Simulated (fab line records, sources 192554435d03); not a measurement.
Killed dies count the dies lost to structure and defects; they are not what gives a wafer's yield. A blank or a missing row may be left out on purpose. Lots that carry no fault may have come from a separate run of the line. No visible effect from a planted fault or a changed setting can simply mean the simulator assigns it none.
Matching of chambers / flow n5Finfet / N5_BEOL_M8_ETCH_61 on rieDiel-01 has 4 sister chambers
The step etches SiARC in CF4, target depth 45.5 nm, time 75.8 s. 4 wafers are shown with their chamber, then 10 later ones without.

## WAFERS PAIRED WITH THEIR CHAMBERS
wafer=L079.5; chamber=1; showerheadPlenumPTorr (Torr)=2.19
wafer=L081.3; chamber=0; showerheadPlenumPTorr (Torr)=2.13
wafer=L082.1; chamber=3; showerheadPlenumPTorr (Torr)=2.27
wafer=L082.2; chamber=2; showerheadPlenumPTorr (Torr)=2.04

## WAFERS WITHOUT THEIR CHAMBER
wafer=L082.3; showerheadPlenumPTorr (Torr)=2.12
wafer=L082.4; showerheadPlenumPTorr (Torr)=2.04
wafer=L082.5; showerheadPlenumPTorr (Torr)=2.27
wafer=L082.6; showerheadPlenumPTorr (Torr)=2.12
wafer=L087.2; showerheadPlenumPTorr (Torr)=2.04
wafer=L087.4; showerheadPlenumPTorr (Torr)=2.12
wafer=L087.6; showerheadPlenumPTorr (Torr)=2.04
wafer=L089.1; showerheadPlenumPTorr (Torr)=2.19
wafer=L089.5; showerheadPlenumPTorr (Torr)=2.04
wafer=L089.6; showerheadPlenumPTorr (Torr)=2.19

## EACH ONE'S CHAMBER
wafer=L082.3; from the rows above=0; in truth=0
wafer=L082.4; from the rows above=2; in truth=2
wafer=L082.5; from the rows above=3; in truth=3
wafer=L082.6; from the rows above=0; in truth=0
wafer=L087.2; from the rows above=2; in truth=2
wafer=L087.4; from the rows above=0; in truth=0
wafer=L087.6; from the rows above=2; in truth=2
wafer=L089.1; from the rows above=1; in truth=1
wafer=L089.5; from the rows above=2; in truth=2
wafer=L089.6; from the rows above=1; in truth=1
Correctly placed: 10 of 10. Left unplaced by these rows: 0. Wrongly placed: 0.
How it was worked out, from the rows above alone: a wafer's distance from a chamber is the root of the sum, over the readings, of the square of ((its reading less the chamber's mean) divided by the reading's scatter). The wafer belongs to the nearest chamber; if the next one is less than 2 further off, it can't be placed. The mean given for a chamber averages the wafers shown for that chamber. The scatter (one wafer shown for each chamber): square how far every hidden wafer sits from the nearest shown wafer, average those squares and take the square root.
